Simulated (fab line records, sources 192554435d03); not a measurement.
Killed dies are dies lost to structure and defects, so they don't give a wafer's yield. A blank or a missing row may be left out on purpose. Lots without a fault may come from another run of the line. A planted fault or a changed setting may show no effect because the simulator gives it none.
Which tool did it? | flow n5_finfet | 9 lots, 24 wafers sampled, at 5 steps of a route of 1938

WHAT THE GAUGES READ, wafer by wafer
N5_BEOL_M13_THK_MEAS_01. Usual: M13_ILD_THK 832 nm, standard deviation 12.
lot  | measured     | on            | M13_ILD_THK (nm) | flag
L545 | day 12 17:51 | film_metro-01 | 813 820 818      |
L548 | day 13 01:38 | film_metro-01 | 828 820 834      |
L549 | day 13 08:16 | film_metro-02 | 832 830 843      |
L553 | day 13 23:48 | film_metro-02 | 786 849          |
L550 | day 14 03:51 | film_metro-01 | 846 834 850      |
L554 | day 14 13:05 | film_metro-02 | 786 836          |
L556 | day 15 04:08 | film_metro-02 | 787 828          |
L560 | day 16 15:58 | film_metro-01 | 809 838 821      |
L561 | day 16 16:08 | film_metro-02 | 825 813 846      |

WHICH TOOL RAN EACH LOT (tool, then ch and the chambers of the sampled wafers, then the start)
lot  | N5_BEOL_M12_DESCUM_33              | N5_BEOL_M12_STRIP_37                 | N5_BEOL_M12_CMP_49            | N5_BEOL_M13_ILD_DEP_00
L545 | rie_diel-05 ch 0,1,2, day 12 12:12 | plasma_asher-02 ch 0,1, day 12 12:46 | cmp-01 ch 1,2,3, day 12 17:13 | pecvd-01 ch 0,1,2, day 12 17:42
L548 | rie_diel-05 ch 1,3, day 12 21:50   | plasma_asher-02 ch 0,1, day 12 22:23 | cmp-01 ch 0,3, day 13 01:02   | pecvd-01 ch 0,1, day 13 01:29
L549 | rie_diel-04 ch 0,3, day 13 04:02   | plasma_asher-01 ch 0,1, day 13 04:35 | cmp-01 ch 0,1,2, day 13 07:41 | pecvd-01 ch 0,2, day 13 08:07
L553 | rie_diel-02 ch 1,2, day 13 19:01   | plasma_asher-01 ch 0,1, day 13 19:35 | cmp-04 ch 0,2, day 13 23:10   | pecvd-01 ch 2, day 13 23:39
L550 | rie_diel-02 ch 0,1,2, day 13 19:45 | plasma_asher-02 ch 0,1, day 13 20:19 | cmp-04 ch 2,3, day 14 03:10   | pecvd-02 ch 0,1, day 14 03:42
L554 | rie_diel-05 ch 0,1, day 14 05:32   | plasma_asher-01 ch 0,1, day 14 06:07 | cmp-03 ch 0,2, day 14 12:28   | pecvd-01 ch 0,2, day 14 12:56
L556 | rie_diel-02 ch 0,1, day 14 22:18   | plasma_asher-01 ch 0,1, day 14 22:53 | cmp-01 ch 1,3, day 15 03:30   | pecvd-01 ch 1,2, day 15 03:59
L560 | rie_diel-04 ch 0,3, day 16 11:31   | plasma_asher-02 ch 0,1, day 16 12:05 | cmp-03 ch 0,3, day 16 15:20   | pecvd-02 ch 0,2, day 16 15:49
L561 | rie_diel-02 ch 1,2,3, day 16 11:59 | plasma_asher-01 ch 0, day 16 12:32   | cmp-01 ch 0,2,3, day 16 15:32 | pecvd-02 ch 0,1,2, day 16 15:58
- N5_BEOL_M12_DESCUM_33: chemistry O2, time 7.9 s.
- N5_BEOL_M12_STRIP_37: strips in N2/H2.
- N5_BEOL_M12_CMP_49: polishes, stops on SiOC, t overpolish 20.6 s, target thk 320 nm.
- N5_BEOL_M13_ILD_DEP_00: deposits SiOC from DEMS/O2, target thk 837.92 nm, time 166.4 s.

WHAT THE TOOLS THEMSELVES READ (means of the sampled wafers that have a number; where no wafer has one, the mark that the record gives instead)
N5_BEOL_M12_DESCUM_33. Usual: drypump_motor_current_A 5.7 A, standard deviation 0.37; oes_product_au 0.83 a.u., standard deviation 0.085; rf_vpp_V 243.0 V, standard deviation 1.6; showerhead_plenum_p_Torr 2.09 Torr, standard deviation 0.098; temp_c 40.00 C, standard deviation 0.11; throttle_valve_pct 20.25 %, standard deviation 0.2.
lot  | tool        | drypump_motor_current_A (A) | oes_product_au (a.u.) | rf_vpp_V (V) | showerhead_plenum_p_Torr (Torr) | temp_c (C) | throttle_valve_pct (%) | flag
L545 | rie_diel-05 | 5.6                         | 0.78                  | 242.4        | 2.06                            | 40.05      | 20.24                  |
L548 | rie_diel-05 | 5.8                         | 0.81                  | 243.2        | 2.06                            | 40.00      | 20.40                  |
L549 | rie_diel-04 | 5.9                         | 0.86                  | 242.3        | 2.09                            | 39.96      | 20.19                  |
L553 | rie_diel-02 | 5.8                         | 0.85                  | 243.0        | 2.09                            | 40.04      | 20.27                  |
L550 | rie_diel-02 | 5.9                         | 0.88                  | 244.1        | 2.15                            | 39.98      | 20.21                  |
L554 | rie_diel-05 | 5.6                         | 0.80                  | 244.4        | 2.14                            | 39.97      | 20.22                  |
L556 | rie_diel-02 | 6.0                         | 0.87                  | 244.0        | 2.21                            | 40.05      | 20.24                  |
L560 | rie_diel-04 | 5.9                         | 0.82                  | 242.5        | 2.08                            | 39.95      | 20.23                  |
L561 | rie_diel-02 | 6.0                         | 0.85                  | 241.9        | 2.08                            | 39.93      | 20.21                  |

N5_BEOL_M12_STRIP_37. Usual: drypump_motor_current_A 5.54 A, standard deviation 0.17; h2_flow_sccm 3249 sccm, standard deviation 11; heater_power_w 342 W, standard deviation 27; oes_product_au 0.791 a.u., standard deviation 0.01; temp_c 250.02 C, standard deviation 0.22.
lot  | tool            | drypump_motor_current_A (A) | h2_flow_sccm (sccm) | heater_power_w (W) | oes_product_au (a.u.) | temp_c (C) | flag
L545 | plasma_asher-02 | 5.65                        | 3248                | 337                | 0.809                 | 249.84     |
L548 | plasma_asher-02 | 5.60                        | 3258                | 346                | 0.790                 | 249.99     |
L549 | plasma_asher-01 | 5.57                        | 3262                | 331                | 0.792                 | 250.04     |
L553 | plasma_asher-01 | 5.50                        | 3253                | 342                | 0.799                 | 250.19     |
L550 | plasma_asher-02 | 5.61                        | 3248                | 346                | 0.795                 | 249.79     |
L554 | plasma_asher-01 | 5.51                        | 3255                | 339                | 0.800                 | 249.87     |
L556 | plasma_asher-01 | 5.50                        | 3257                | 346                | 0.786                 | 250.01     |
L560 | plasma_asher-02 | 5.62                        | 3256                | 337                | 0.779                 | 250.08     |
L561 | plasma_asher-01 | 5.30                        | 3237                | 377                | 0.798                 | 249.90     |

N5_BEOL_M12_CMP_49. Usual: barrier_field_endpoint_s 30.1 s, standard deviation 0.94; motor_current_A 6.2 A, standard deviation 0.6; overpolish_run_s 20.599 s, standard deviation 0.0087; slurry_flow_ml_min 150.0, standard deviation 0.44.
lot  | tool   | barrier_field_endpoint_s (s) | motor_current_A (A) | overpolish_run_s (s) | slurry_flow_ml_min | flag
L545 | cmp-01 | 29.5                         | 5.7                 | 20.587               | 150.6              |
L548 | cmp-01 | 30.4                         | 6.7                 | 20.605               | 150.2              |
L549 | cmp-01 | 29.5                         | 5.8                 | 20.601               | 150.0              |
L553 | cmp-04 | 30.1                         | 6.3                 | 20.610               | 150.1              |
L550 | cmp-04 | 29.2                         | 5.8                 | 20.598               | 149.7              |
L554 | cmp-03 | 29.6                         | 7.0                 | 20.607               | 150.1              |
L556 | cmp-01 | 29.7                         | 6.1                 | 20.596               | 150.5              |
L560 | cmp-03 | 29.2                         | 6.2                 | 20.601               | 149.9              |
L561 | cmp-01 | 30.2                         | 6.4                 | 20.601               | 150.1              |

N5_BEOL_M13_ILD_DEP_00. Usual: heater_power_w 516 W, standard deviation 110; run_length_s 211.4 s, standard deviation 0.46; showerhead_plenum_p_Torr 5.701 Torr, standard deviation 0.011; throttle_valve_pct 11.6 %, standard deviation 0.42.
lot  | tool     | heater_power_w (W) | run_length_s (s) | showerhead_plenum_p_Torr (Torr) | throttle_valve_pct (%) | flag
L545 | pecvd-01 | 557                | 211.4            | 5.702                           | 11.7                   |
L548 | pecvd-01 | 597                | 211.4            | 5.699                           | 11.7                   |
L549 | pecvd-01 | 528                | 211.7            | 5.694                           | 11.4                   |
L553 | pecvd-01 | 462                | 207.6            | 5.701                           | 11.4                   | OFF
L550 | pecvd-02 | 508                | 211.3            | 5.703                           | 11.8                   |
L554 | pecvd-01 | 563                | 207.3            | 5.691                           | 11.6                   | OFF
L556 | pecvd-01 | 494                | 206.9            | 5.692                           | 11.8                   | OFF
L560 | pecvd-02 | 557                | 211.1            | 5.696                           | 11.6                   |
L561 | pecvd-02 | 492                | 211.5            | 5.698                           | 11.6                   |

THE ANSWER, worked out from the rows above alone
Rule: a lot is off if the mean of its wafers that have a number lies more than 3 standard deviations from the usual mean. A lot without any number at a reading at which 4 lots or more have one is off too. The other lots that the step has rows for count as sound. The gauges are gone through in route order, then the tools' own readings, and for those a lot's mean is taken as printed above. The first step at which some lot is off is used, and at that step the reading that is off furthest; a lot without a number counts as furthest.
Off: L553, L554, L556, at N5_BEOL_M13_ILD_DEP_00 (run_length_s).
A tool fits if, at that step or a process step before it, it ran every lot that is off, and no sound lot after the first of them. One fits: pecvd-01 at N5_BEOL_M13_ILD_DEP_00. Its last sound lot is L549 (day 13 08:07), its first lot that is off L553 (day 13 23:39): a fault that began between those two fits.
The tool's own readings at N5_BEOL_M13_ILD_DEP_00 bear it out: on the lots that are off they differ by more than 5 times the standard deviation of the sound lots' means. run_length_s reads 207.3 s there against 211.4 s on the sound lots.

WHAT THE SIMULATOR HAD PUT IN
Process parameter drift: pecvd-01, from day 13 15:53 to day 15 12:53, at N5_BEOL_M13_ILD_DEP_00. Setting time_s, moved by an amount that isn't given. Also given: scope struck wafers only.
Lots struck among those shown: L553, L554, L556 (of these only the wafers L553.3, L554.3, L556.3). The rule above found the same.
